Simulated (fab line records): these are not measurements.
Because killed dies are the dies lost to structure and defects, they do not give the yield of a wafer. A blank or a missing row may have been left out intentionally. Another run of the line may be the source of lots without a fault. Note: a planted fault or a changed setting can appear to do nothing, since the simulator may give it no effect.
Chamber matching | flow n5_finfet | 4 sister chambers for N5_HKMG_FIN_ETCH_31 on rie_diel-02
The step etches SiARC in CF4, target depth 45.5 nm, time 75.8 s. 4 wafers are shown with their chamber, then 7 later ones without.

## WAFERS PAIRED WITH THEIR CHAMBERS
wafer  | chamber | showerhead_plenum_p_Torr (Torr)
L076.4 | 1       | 2.11
L082.6 | 0       | 2.14
L092.1 | 3       | 2.14
L092.3 | 2       | 2.05

## WAFERS WITHOUT THEIR CHAMBER
wafer  | showerhead_plenum_p_Torr (Torr)
L092.6 | 2.14
L093.1 | 2.13
L093.4 | 2.14
L093.6 | 2.05
L094.1 | 2.10
L094.2 | 2.13
L094.3 | 2.05

## WHICH CHAMBER EACH ONE RAN IN
wafer  | from the rows above          | in truth
L092.6 | can't be placed: 0 or 3      | 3
L093.1 | can't be placed: 0 or 3 or 1 | 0
L093.4 | can't be placed: 0 or 3      | 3
L093.6 | 2                            | 2
L094.1 | 1                            | 1
L094.2 | can't be placed: 0 or 3 or 1 | 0
L094.3 | 2                            | 2
Correct placement for 3 of the 7. From these rows, 4 cannot be placed; in 4 the true chamber is one of the candidates. Number placed wrongly: 0.
How it was worked out, from the rows above alone: a wafer's distance from a chamber is the root of the sum, over the readings, of the square of ((its reading less the chamber's mean) divided by the reading's scatter). The wafer belongs to the nearest chamber; if the next one is less than 2 further off, it can't be placed. A chamber's mean is the mean of its shown wafers. The scatter: with one shown wafer a chamber, the root of the mean of the squares of how far each hidden wafer lies from its nearest shown one.
